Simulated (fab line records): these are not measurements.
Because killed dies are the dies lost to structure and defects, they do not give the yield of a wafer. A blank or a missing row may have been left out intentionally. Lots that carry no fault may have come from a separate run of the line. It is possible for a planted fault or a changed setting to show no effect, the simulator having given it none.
fab line records ; flow nand_harc
record lots=4; wafers=12; last_day=33
route steps=1302 shown A_ONON_D1@440 A_CHANNEL_HOLE_D1@450 END@1302
lots untouched by any fault: they come from a run of this same line in which no faults occurred
start_h: start of the lot's first displayed wafer, in hours after the record's first day ; wait_h: how many hours have passed since the lot's step before this one ; " same as the row above ; L1.1+2: several wafers, shown together as one row ; - no value, or no start was given ; * or withheld: withheld ; < > ~ a bound
route shown NAME@n: NAME is a module with steps in the file, n the number in the route of the first one ; usual: mean/standard deviation taken from wafers without a fault ; same: alike in all rows ; chamber/n: place in a boat ; sites: each site's reading ; _std_site: how widely they spread, as a standard deviation ; _edge_site: mean of outer sites minus mean of inner sites ; radius_mm: how far each site lies from the wafer's centre ; mask NAME#n: copy n ; behind: tool/chamber where the wafer was last shaped ; hold: reason for holding the lot/hours on hold/outcome of the hold ; device: the n, p or np transistor that did not switch ; end of line: tests run on the same wafers once the route is complete ; for a step that has no rows: nothing shown but its recipe ; killed: count of dies lost to structure and defects at first sort (not the wafer's yield) ; map: a wafer's dies, x killed, . not, _ none there
set.NAME: setting as actually run; set.NAME@STEP: the setting as run at that earlier step ; model.NAME: the simulator's own value behind a step, which no gauge read
lots seen at some steps along the route; tables by step, rows by wafer
services: a tool's chamber out of use, with start hour (start_h, from the record's first day; less than 0 if before it), hours out, and reason
## steps
# step NHARC_A_ONON_D1_DEP_22
# recipe target_thk_a=10000; n2_flow_sccm=2750; n2o_flow_sccm=2000; nh3_flow_sccm=500; sih4_flow_sccm=210; temp_c=400
# step NHARC_A_ONON_D1_DEP_25
# recipe target_thk_a=10000; n2_flow_sccm=2750; n2o_flow_sccm=2000; nh3_flow_sccm=500; sih4_flow_sccm=210; temp_c=400
# step NHARC_A_ONON_D1_DEP_28
# recipe target_thk_a=10000; n2_flow_sccm=2750; n2o_flow_sccm=2000; nh3_flow_sccm=500; sih4_flow_sccm=210; temp_c=400
# step NHARC_A_ONON_D1_DEP_33
# recipe target_thk_a=2000; temp_c=400; pressure_torr=6.5; rf_w=900; teos_flow_sccm=161.4; flow_sccm=2650; target_thk_nm=200; gas=O2; material=SiO2
# step NHARC_A_CHANNEL_HOLE_D1_DEP_00
# recipe target_thk_a=31000; temp_c=400; material=aC
# step NHARC_A_CHANNEL_HOLE_D1_DEP_01
# recipe target_thk_a=1400; target_thk_nm=140; temp_c=400; pressure_torr=3.5; flow_sccm=200; rf_w=350; material=SiON
# usual heater_power_w=758/91
lot.wafer;tool;chamber;start_h;wait_h;heater_power_w
L780.2;pecvd-03;2;271.85;1.4;800
L780.5;pecvd-03;0;271.85;1.4;727
L780.6;pecvd-03;1;271.85;1.4;862
L781.5;pecvd-03;1;277.65;0.4;850
L781.6;pecvd-03;2;277.65;0.4;667
L781.4;pecvd-03;0;277.65;0.4;749
L793.2;pecvd-04;2;404.49;1.5;850
L793.4;pecvd-04;0;404.49;1.5;847
L793.6;pecvd-04;1;404.49;1.5;661
L794.1;pecvd-03;2;414.17;1.6;743
L794.2;pecvd-03;0;414.17;1.6;680
L794.6;pecvd-03;2;414.17;1.6;761
# step NHARC_A_CHANNEL_HOLE_D1_DEHYDRATE_02
# recipe temp_c=150; time_s=120
# step NHARC_A_CHANNEL_HOLE_D1_HMDS_03
# recipe time_s=30
# step NHARC_A_CHANNEL_HOLE_D1_COAT_36
# recipe temp_c=260; time_s=75
# step NHARC_A_CHANNEL_HOLE_D1_COAT_37
# recipe temp_c=225; time_s=65
# step NHARC_A_CHANNEL_HOLE_D1_COAT_04
# recipe spin_rpm=1500; resist_thk_nm=90
# step NHARC_A_CHANNEL_HOLE_D1_SOFTBAKE_05
# recipe temp_c=105; time_s=55
# step NHARC_A_CHANNEL_HOLE_D1_EBR_06
# step NHARC_A_CHANNEL_HOLE_D1_EXPOSE_07
# recipe na=1.35; target_cd_nm=100; sigma_outer=0.3; dose_mj=59.65; mask_id=HOLE_D1
# step NHARC_A_CHANNEL_HOLE_D1_PEB_08
# recipe peb_temp_c=100; peb_time_s=65
# step NHARC_A_CHANNEL_HOLE_D1_DEVELOP_09
# recipe develop_time_s=35; dev_temp_c=23
# step NHARC_A_CHANNEL_HOLE_D1_DESCUM_15
# recipe time_s=3; o2_flow_sccm=200; ar_flow_sccm=0; bias_power_w=0; chemistry=O2
# step NHARC_A_CHANNEL_HOLE_D1_ETCH_38
# recipe target_depth_a=390; over_etch_frac=0.3; time_s=65; ion_energy_ev=80; cf4_flow_sccm=150; ar_flow_sccm=0; rf_w=300; bias_w=100; chemistry=CF4
# step NHARC_A_CHANNEL_HOLE_D1_ETCH_39
# recipe target_depth_a=2600; over_etch_frac=0.3; time_s=325; ion_energy_ev=200; n2_flow_sccm=150; h2_flow_sccm=150; ar_flow_sccm=0; rf_w=400; bias_w=150; chemistry=N2/H2
# step NHARC_A_CHANNEL_HOLE_D1_ETCH_34
# recipe target_depth_a=1540; time_s=77; cf4_flow_sccm=100; chf3_flow_sccm=30; ar_flow_sccm=0; rf_w=500; bias_w=200; chemistry=CF4/CHF3
# step NHARC_A_CHANNEL_HOLE_D1_ETCH_16
# recipe target_depth_a=31000; over_etch_frac=0.3; time_s=806; ion_energy_ev=150; o2_flow_sccm=400; cos_flow_sccm=20; ar_flow_sccm=0; rf_w=500; bias_w=300; chemistry=O2/COS
# step NHARC_A_CHANNEL_HOLE_D1_ETCH_19
# recipe bias_v=1200; source_w=2500; pressure_mtorr=15; time_s=34.5; ar_flow_sccm=375; c4f8_flow_sccm=28.8; o2_flow_sccm=96.2; temp_c=-20; target_depth_a=*; chemistry=C4F8/O2/Ar
# step NHARC_A_CHANNEL_HOLE_D1_ETCH_20
# recipe bias_v=3000; source_w=withheld; pressure_mtorr=20; time_s=361.9; ar_flow_sccm=375; c4f8_flow_sccm=89.3; o2_flow_sccm=35.7; temp_c=-20; target_depth_a=16000; chemistry=C4F8/O2/Ar
# step NHARC_A_CHANNEL_HOLE_D1_ETCH_21
# recipe bias_v=3000; source_w=withheld; pressure_mtorr=20; time_s=514.3; ar_flow_sccm=375; c4f8_flow_sccm=89.3; o2_flow_sccm=35.7; temp_c=-20; target_depth_a=16000; chemistry=C4F8/O2/Ar
# step NHARC_A_CHANNEL_HOLE_D1_ETCH_22
# recipe bias_v=3000; source_w=withheld; pressure_mtorr=20; time_s=666.7; ar_flow_sccm=375; c4f8_flow_sccm=89.3; o2_flow_sccm=35.7; temp_c=-20; target_depth_a=16000; chemistry=C4F8/O2/Ar
# step NHARC_A_CHANNEL_HOLE_D1_ETCH_23
# recipe bias_v=5000; source_w=withheld; pressure_mtorr=20; time_s=819; ar_flow_sccm=375; c4f8_flow_sccm=89.3; o2_flow_sccm=35.7; temp_c=-20; target_depth_a=16000; chemistry=C4F8/O2/Ar
# step NHARC_A_CHANNEL_HOLE_D1_ETCH_24
# recipe bias_v=5000; source_w=withheld; pressure_mtorr=20; time_s=906.2; ar_flow_sccm=375; c4f8_flow_sccm=93.8; o2_flow_sccm=31.2; temp_c=-20; target_depth_a=15000; chemistry=C4F8/O2/Ar
# step NHARC_A_CHANNEL_HOLE_D1_ETCH_25
# recipe bias_v=5000; source_w=withheld; pressure_mtorr=20; time_s=1040.2; ar_flow_sccm=375; c4f8_flow_sccm=93.8; o2_flow_sccm=31.2; temp_c=-20; target_depth_a=15000; chemistry=C4F8/O2/Ar
# step NHARC_A_CHANNEL_HOLE_D1_ETCH_26
# recipe bias_v=300; source_w=2000; pressure_mtorr=30; time_s=224.1; ar_flow_sccm=375; c4f8_flow_sccm=11.4; o2_flow_sccm=113.6; temp_c=-20; target_depth_a=3000; chemistry=C4F8/O2/Ar
# step NHARC_A_CHANNEL_HOLE_D1_ETCH_33
# recipe bias_v=400; source_w=2000; pressure_mtorr=25; time_s=90; ar_flow_sccm=375; c4f8_flow_sccm=41.7; o2_flow_sccm=83.3; temp_c=-20; target_depth_a=4000; chemistry=C4F8/O2/Ar
# step NHARC_A_CHANNEL_HOLE_D1_STRIP_41
# recipe n2_flow_sccm=150; h2_flow_sccm=150; ar_flow_sccm=0; bias_w=0; chemistry=N2/H2
# step NHARC_END_SORT_01
# recipe temp_c=25
# usual killed_at_array=58/20; killed_at_other=1.0/1.2; killed_at_periphery=4.1/3; killed_dies=63/20; killed_open=3.2/1.7; killed_short=2.5/1.5
# same gross_dies=677
lot.wafer;tool;chamber;start_h;wait_h;killed_at_array;killed_at_other;killed_at_periphery;killed_dies;killed_open;killed_short
L780.2;prober-02;0;648.64;2.8;675;0;2;677;4;2
L780.5;prober-02;0;651.05;3.7;675;1;1;677;4;2
L780.6;prober-02;0;651.85;4.0;674;0;3;677;4;1
L781.4;prober-01;0;661.24;3.4;672;0;5;677;2;1
L781.5;prober-01;0;662.04;3.7;667;2;8;677;5;1
L781.6;prober-01;0;662.85;4.0;667;3;7;677;5;8
# killed by level:class
L780.2 A_CHANNEL_HOLE_D1:area_dep=618 A_CHANNEL_HOLE_D1:chamber_film_flake=26 A_CHANNEL_HOLE_D2:chamber_film_flake=15 A_STAIRCASE:chamber_film_flake=4 A_CHANNEL_FILL_D2:chamber_film_flake=2 A_CONTACT:chamber_film_flake=2 P_CONTACT:geometric_particle:open=1 A_ONON_D1:geometric_particle:short=1
L780.5 A_CHANNEL_HOLE_D1:area_dep=620 A_CHANNEL_HOLE_D1:chamber_film_flake=22 A_CHANNEL_HOLE_D2:chamber_film_flake=15 A_CONTACT:chamber_film_flake=7 A_CHANNEL_HOLE_D1:geometric_particle:short=2 A_ZERO_WELL:chamber_film_flake=2 A_CHANNEL_FILL_D2:chamber_film_flake=2 P_CONTACT:geometric_particle:open=1
L780.6 A_CHANNEL_HOLE_D1:area_dep=619 A_CHANNEL_HOLE_D1:chamber_film_flake=27 A_CHANNEL_HOLE_D2:chamber_film_flake=15 A_CONTACT:chamber_film_flake=3 P_GATE:chamber_film_flake=2 A_SGD_CUT:chamber_film_flake=2 A_ONON_D1:geometric_particle:open=1 A_ONON_D1:geometric_particle:short=1
L781.4 A_CHANNEL_HOLE_D1:area_dep=622 A_SLIT:chamber_film_flake=31 A_CHANNEL_HOLE_D2:chamber_film_flake=5 A_CONTACT:chamber_film_flake=5 P_GATE:chamber_film_flake=4 A_CHANNEL_HOLE_D1:chamber_film_flake=2 A_STAIRCASE:chamber_film_flake=2 A_CHANNEL_FILL_D1:geometric_particle:open=1
L781.5 A_CHANNEL_HOLE_D1:area_dep=614 A_SLIT:chamber_film_flake=25 A_CHANNEL_HOLE_D2:chamber_film_flake=9 P_ZERO_WELL:chamber_film_flake=5 A_CHANNEL_HOLE_D1:chamber_film_flake=5 A_CONTACT:chamber_film_flake=4 P_GATE:geometric_particle:open=2 A_STAIRCASE:chamber_film_flake=2
L781.6 A_CHANNEL_HOLE_D1:area_dep=597 A_SLIT:chamber_film_flake=40 A_CHANNEL_HOLE_D2:chamber_film_flake=7 A_CONTACT:chamber_film_flake=6 P_ZERO_WELL:chamber_film_flake=4 A_CHANNEL_HOLE_D1:chamber_film_flake=3 A_SOURCE_PLATE:geometric_particle:short=2 P_GATE:chamber_film_flake=2
# map L780.2 (x killed, . not)
____________x____________
_________xxxxxxx_________
_______xxxxxxxxxxx_______
______xxxxxxxxxxxxx______
_____xxxxxxxxxxxxxxx_____
____xxxxxxxxxxxxxxxxx____
____xxxxxxxxxxxxxxxxx____
___xxxxxxxxxxxxxxxxxxx___
___xxxxxxxxxxxxxxxxxxx___
__xxxxxxxxxxxxxxxxxxxxx__
__xxxxxxxxxxxxxxxxxxxxx__
_xxxxxxxxxxxxxxxxxxxxxxx_
_xxxxxxxxxxxxxxxxxxxxxxx_
_xxxxxxxxxxxxxxxxxxxxxxx_
_xxxxxxxxxxxxxxxxxxxxxxx_
_xxxxxxxxxxxxxxxxxxxxxxx_
xxxxxxxxxxxxxxxxxxxxxxxxx
xxxxxxxxxxxxxxxxxxxxxxxxx
xxxxxxxxxxxxxxxxxxxxxxxxx
xxxxxxxxxxxxxxxxxxxxxxxxx
xxxxxxxxxxxxxxxxxxxxxxxxx
_xxxxxxxxxxxxxxxxxxxxxxx_
_xxxxxxxxxxxxxxxxxxxxxxx_
_xxxxxxxxxxxxxxxxxxxxxxx_
_xxxxxxxxxxxxxxxxxxxxxxx_
_xxxxxxxxxxxxxxxxxxxxxxx_
__xxxxxxxxxxxxxxxxxxxxx__
__xxxxxxxxxxxxxxxxxxxxx__
___xxxxxxxxxxxxxxxxxxx___
___xxxxxxxxxxxxxxxxxxx___
____xxxxxxxxxxxxxxxxx____
____xxxxxxxxxxxxxxxxx____
_____xxxxxxxxxxxxxxx_____
______xxxxxxxxxxxxx______
_______xxxxxxxxxxx_______
_________xxxxxxx_________
____________x____________
# map L781.4 (x killed, . not)
____________x____________
_________xxxxxxx_________
_______xxxxxxxxxxx_______
______xxxxxxxxxxxxx______
_____xxxxxxxxxxxxxxx_____
____xxxxxxxxxxxxxxxxx____
____xxxxxxxxxxxxxxxxx____
___xxxxxxxxxxxxxxxxxxx___
___xxxxxxxxxxxxxxxxxxx___
__xxxxxxxxxxxxxxxxxxxxx__
__xxxxxxxxxxxxxxxxxxxxx__
_xxxxxxxxxxxxxxxxxxxxxxx_
_xxxxxxxxxxxxxxxxxxxxxxx_
_xxxxxxxxxxxxxxxxxxxxxxx_
_xxxxxxxxxxxxxxxxxxxxxxx_
_xxxxxxxxxxxxxxxxxxxxxxx_
xxxxxxxxxxxxxxxxxxxxxxxxx
xxxxxxxxxxxxxxxxxxxxxxxxx
xxxxxxxxxxxxxxxxxxxxxxxxx
xxxxxxxxxxxxxxxxxxxxxxxxx
xxxxxxxxxxxxxxxxxxxxxxxxx
_xxxxxxxxxxxxxxxxxxxxxxx_
_xxxxxxxxxxxxxxxxxxxxxxx_
_xxxxxxxxxxxxxxxxxxxxxxx_
_xxxxxxxxxxxxxxxxxxxxxxx_
_xxxxxxxxxxxxxxxxxxxxxxx_
__xxxxxxxxxxxxxxxxxxxxx__
__xxxxxxxxxxxxxxxxxxxxx__
___xxxxxxxxxxxxxxxxxxx___
___xxxxxxxxxxxxxxxxxxx___
____xxxxxxxxxxxxxxxxx____
____xxxxxxxxxxxxxxxxx____
_____xxxxxxxxxxxxxxx_____
______xxxxxxxxxxxxx______
_______xxxxxxxxxxx_______
_________xxxxxxx_________
____________x____________
## services
tool;chamber;start_h;hours;kind
pecvd-04;-;269.00;13.0;pm
pecvd-04;0;269.00;13.0;vent_cycle
pecvd-04;1;269.00;13.0;vent_cycle
pecvd-04;2;269.00;13.0;vent_cycle
pecvd-04;0;282.00;-;clean
pecvd-04;1;282.00;-;clean
pecvd-04;2;282.00;-;clean
pecvd-03;-;290.41;0.9;repair
pecvd-04;0;320.02;22.8;repair
pecvd-03;-;366.16;13.0;pm
pecvd-03;0;366.16;13.0;vent_cycle
pecvd-03;1;366.16;13.0;vent_cycle
pecvd-03;2;366.16;13.0;vent_cycle
pecvd-03;0;379.16;-;clean
pecvd-03;1;379.16;-;clean
pecvd-03;2;379.16;-;clean
## key
first_sign step=NHARC_END_SORT_01; reading=killed_dies; direction=up; sigmas=31; usual=63; struck=677
effect step=NHARC_END_SORT_01; reading=killed_at_array; direction=up; sigmas=31; usual=58; struck=672
more_kills_born_at NHARC_A_CHANNEL_HOLE_D1_DEP_01@pecvd-03=3690
met_at NHARC_A_CHANNEL_HOLE_D1_DEP_01
struck_wafers L780.2,L780.5,L780.6,L781.4,L781.5,L781.6
later_rows_left_out L780.2,L780.5,L780.6,L781.4,L781.5,L781.6
tester_left_out L780,L781
fault kind=process_parameter_drift; tool=pecvd-03; chamber=-; onset_h=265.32; steps=NHARC_A_CHANNEL_HOLE_D1_DEP_01; channel=target_thk_nm; offset=134.15; shape=step; end_h=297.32; acts_in=these_recipes_only; stated=140
# tester_left_out: of these lots the tester's yield and bins aren't shown, on N5 and GAA mostly nor the transistor test; their killed dies are dies lost to structure and defects alone, not to doping, threshold or leakage, so they don't give the yield
# later_rows_left_out: the simulator's readings of these wafers behind a module that went badly wrong aren't trusted and aren't shown, but for the sort
